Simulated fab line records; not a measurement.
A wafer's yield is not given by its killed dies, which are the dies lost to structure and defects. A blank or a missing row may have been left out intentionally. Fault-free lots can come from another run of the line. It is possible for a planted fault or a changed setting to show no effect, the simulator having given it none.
Which tool did it? / flow nand_harc / 13 lots (39 wafers sampled), 1 step of a 1159-step route

WHAT EACH GAUGE READ, for each wafer
NHARC_P_BONDPAD_THK_MEAS_20: measures by xrf.
lot=L264; measured=day 6 01:31; on=film_metro-02; thk_nm (nm)=163.0 161.6 160.8
lot=L265; measured=day 6 23:38; on=film_metro-01; thk_nm (nm)=161.4 161.3 159.4
lot=L266; measured=day 7 00:43; on=film_metro-01; thk_nm (nm)=161.7 161.0 159.5
lot=L268; measured=day 7 08:56; on=film_metro-02; thk_nm (nm)=162.5 159.4 160.1
lot=L272; measured=day 8 07:11; on=film_metro-01; thk_nm (nm)=160.5 161.2 162.6
lot=L274; measured=day 8 16:05; on=film_metro-01; thk_nm (nm)=161.2 162.8 162.5
lot=L277; measured=day 10 09:10; on=film_metro-02; thk_nm (nm)=162.8 162.2 161.1
lot=L282; measured=day 10 23:22; on=film_metro-01; thk_nm (nm)=157.2 158.6 160.6
lot=L284; measured=day 11 08:25; on=film_metro-02; thk_nm (nm)=160.3 161.3 158.3
lot=L283; measured=day 11 13:04; on=film_metro-01; thk_nm (nm)=159.5 158.3 159.6
lot=L285; measured=day 11 18:09; on=film_metro-01; thk_nm (nm)=159.8 159.8 159.1
lot=L286; measured=day 11 20:10; on=film_metro-02; thk_nm (nm)=161.9 160.2 158.5
lot=L287; measured=day 12 13:42; on=film_metro-02; thk_nm (nm)=162.6 159.3 159.4

TOOL THAT RAN EACH LOT (tool first, then ch and the chambers of the sampled wafers, then the start)
Record: no process step prior to these readings.

AS READ BY THE TOOLS THEMSELVES (means over the sampled wafers that have a number; for cases with no such wafer, the mark the record gives instead)
The record holds no such reading with a usual standard deviation.

THE ANSWER, worked out from the rows above alone
Rule: the usual values come from the lots themselves. Put in order of their means at a reading, lots are off if they are a third of the lots or fewer, leave a main group of 4 or more, and stand apart from it by a gap of 3 or more times the standard deviation of the main group's means; of several such gaps the widest counts. If all means in a main group match to the digits the tables above print for the reading, that group is not used. A lot without any number at a reading at which 4 lots or more have one is off too. All remaining lots with rows at the step are treated as sound. First the gauges in route order, then the tools' own readings, where a lot's mean is used as printed above. At the first step where some lot is off, the reading lying furthest off is the one used; lots without a number count as furthest.
No lot is off at any reading shown: from this, nothing can be told.

WHAT THE SIMULATOR HAD PUT IN
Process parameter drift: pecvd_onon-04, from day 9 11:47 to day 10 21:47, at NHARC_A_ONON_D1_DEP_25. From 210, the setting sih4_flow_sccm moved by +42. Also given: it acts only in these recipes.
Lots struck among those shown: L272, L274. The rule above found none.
